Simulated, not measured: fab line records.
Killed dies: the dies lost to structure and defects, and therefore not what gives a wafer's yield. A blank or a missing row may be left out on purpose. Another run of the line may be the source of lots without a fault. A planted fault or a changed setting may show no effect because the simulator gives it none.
Chamber matching || flow n5 finfet || pecvd-04 running N5_BEOL_M0_SAQP_PECVD_96: 3 sister chambers
The step deposits a-Si from SiH4/He, target thk 45 nm, time 45.2 s. 20 wafers are shown with their chamber, then 10 later ones without.

EACH WAFER AND ITS CHAMBER
{"wafer": "L079.2", "chamber": 2, "throttle valve pct (%)": 17.6, "showerhead plenum p Torr (Torr)": 5.705, "heater power w (W)": 672}
{"wafer": "L079.3", "chamber": 1, "throttle valve pct (%)": 18.2, "showerhead plenum p Torr (Torr)": 5.686, "heater power w (W)": 657}
{"wafer": "L079.4", "chamber": 2, "throttle valve pct (%)": 17.3, "showerhead plenum p Torr (Torr)": 5.679, "heater power w (W)": 670}
{"wafer": "L083.3", "chamber": 1, "throttle valve pct (%)": 17.7, "showerhead plenum p Torr (Torr)": 5.679, "heater power w (W)": 694}
{"wafer": "L083.4", "chamber": 0, "throttle valve pct (%)": 18.7, "showerhead plenum p Torr (Torr)": 5.725, "heater power w (W)": 610}
{"wafer": "L083.5", "chamber": 1, "throttle valve pct (%)": 18.1, "showerhead plenum p Torr (Torr)": 5.703, "heater power w (W)": 719}
{"wafer": "L085.1", "chamber": 1, "throttle valve pct (%)": 18.2, "showerhead plenum p Torr (Torr)": 5.683, "heater power w (W)": 620}
{"wafer": "L085.2", "chamber": 0, "throttle valve pct (%)": 18.7, "showerhead plenum p Torr (Torr)": 5.729, "heater power w (W)": 645}
{"wafer": "L085.6", "chamber": 2, "throttle valve pct (%)": 17.3, "showerhead plenum p Torr (Torr)": 5.701, "heater power w (W)": 671}
{"wafer": "L087.1", "chamber": 0, "throttle valve pct (%)": 18.9, "showerhead plenum p Torr (Torr)": 5.728, "heater power w (W)": 619}
{"wafer": "L087.5", "chamber": 1, "throttle valve pct (%)": 18.4, "showerhead plenum p Torr (Torr)": 5.680, "heater power w (W)": 651}
{"wafer": "L087.6", "chamber": 2, "throttle valve pct (%)": 17.5, "showerhead plenum p Torr (Torr)": 5.701, "heater power w (W)": 655}
{"wafer": "L091.2", "chamber": 2, "throttle valve pct (%)": 17.5, "showerhead plenum p Torr (Torr)": 5.697, "heater power w (W)": 644}
{"wafer": "L091.3", "chamber": 0, "throttle valve pct (%)": 19.2, "showerhead plenum p Torr (Torr)": 5.725, "heater power w (W)": 598}
{"wafer": "L091.6", "chamber": 2, "throttle valve pct (%)": 17.7, "showerhead plenum p Torr (Torr)": 5.719, "heater power w (W)": 649}
{"wafer": "L092.2", "chamber": 1, "throttle valve pct (%)": 18.1, "showerhead plenum p Torr (Torr)": 5.692, "heater power w (W)": 682}
{"wafer": "L092.3", "chamber": 0, "throttle valve pct (%)": 18.9, "showerhead plenum p Torr (Torr)": 5.718, "heater power w (W)": 600}
{"wafer": "L092.4", "chamber": 2, "throttle valve pct (%)": 17.5, "showerhead plenum p Torr (Torr)": 5.705, "heater power w (W)": 609}
{"wafer": "L093.1", "chamber": 1, "throttle valve pct (%)": 18.3, "showerhead plenum p Torr (Torr)": 5.678, "heater power w (W)": 724}
{"wafer": "L093.2", "chamber": 0, "throttle valve pct (%)": 19.2, "showerhead plenum p Torr (Torr)": 5.692, "heater power w (W)": 684}

SIGNATURES, as means of the wafers listed above
{"reading": "throttle valve pct", "chamber 0": 18.933, "chamber 1": 18.143, "chamber 2": 17.486, "scatter within a chamber": 0.2}
{"reading": "showerhead plenum p Torr", "chamber 0": 5.71950, "chamber 1": 5.68586, "chamber 2": 5.70100, "scatter within a chamber": 0.0117}
{"reading": "heater power w", "chamber 0": 626.00, "chamber 1": 678.14, "chamber 2": 652.86, "scatter within a chamber": 31.7}
Rule: a wafer lies at a distance from a chamber equal to the root of the sum of squares, over the readings, of (its reading less the chamber's mean, divided by the reading's scatter). If the next closest chamber is less than 2 further off than the closest, the wafer can't be placed; otherwise it belongs to the closest. The scatter: take each reading less its chamber's mean, square it, sum over the shown wafers, divide by the number of wafers less the number of chambers, and take the root.

WAFERS MISSING THEIR CHAMBER
{"wafer": "L093.5", "throttle valve pct (%)": 18.9, "showerhead plenum p Torr (Torr)": 5.728, "heater power w (W)": 552}
{"wafer": "L094.1", "throttle valve pct (%)": 18.9, "showerhead plenum p Torr (Torr)": 5.714, "heater power w (W)": 609}
{"wafer": "L094.5", "throttle valve pct (%)": 19.1, "showerhead plenum p Torr (Torr)": 5.716, "heater power w (W)": 608}
{"wafer": "L094.6", "throttle valve pct (%)": 17.4, "showerhead plenum p Torr (Torr)": 5.702, "heater power w (W)": 591}
{"wafer": "L095.1", "throttle valve pct (%)": 18.4, "showerhead plenum p Torr (Torr)": 5.690, "heater power w (W)": 709}
{"wafer": "L095.3", "throttle valve pct (%)": 19.1, "showerhead plenum p Torr (Torr)": 5.722, "heater power w (W)": 568}
{"wafer": "L095.4", "throttle valve pct (%)": 18.3, "showerhead plenum p Torr (Torr)": 5.703, "heater power w (W)": 712}
{"wafer": "L097.2", "throttle valve pct (%)": 18.5, "showerhead plenum p Torr (Torr)": 5.702, "heater power w (W)": 694}
{"wafer": "L097.4", "throttle valve pct (%)": 18.1, "showerhead plenum p Torr (Torr)": 5.693, "heater power w (W)": 691}
{"wafer": "L097.5", "throttle valve pct (%)": 19.2, "showerhead plenum p Torr (Torr)": 5.727, "heater power w (W)": 633}

THE CHAMBER EACH PASSED THROUGH
{"wafer": "L093.5", "from the rows above": 0, "in truth": 0}
{"wafer": "L094.1", "from the rows above": 0, "in truth": 0}
{"wafer": "L094.5", "from the rows above": 0, "in truth": 0}
{"wafer": "L094.6", "from the rows above": 2, "in truth": 2}
{"wafer": "L095.1", "from the rows above": 1, "in truth": 1}
{"wafer": "L095.3", "from the rows above": 0, "in truth": 0}
{"wafer": "L095.4", "from the rows above": 1, "in truth": 1}
{"wafer": "L097.2", "from the rows above": "can't be placed: 1 or 0", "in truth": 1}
{"wafer": "L097.4", "from the rows above": 1, "in truth": 1}
{"wafer": "L097.5", "from the rows above": 0, "in truth": 0}
Placed correctly: 9 of 10. From these rows, 1 cannot be placed; in 1 the true chamber is one of the candidates. Wrongly placed: 0.
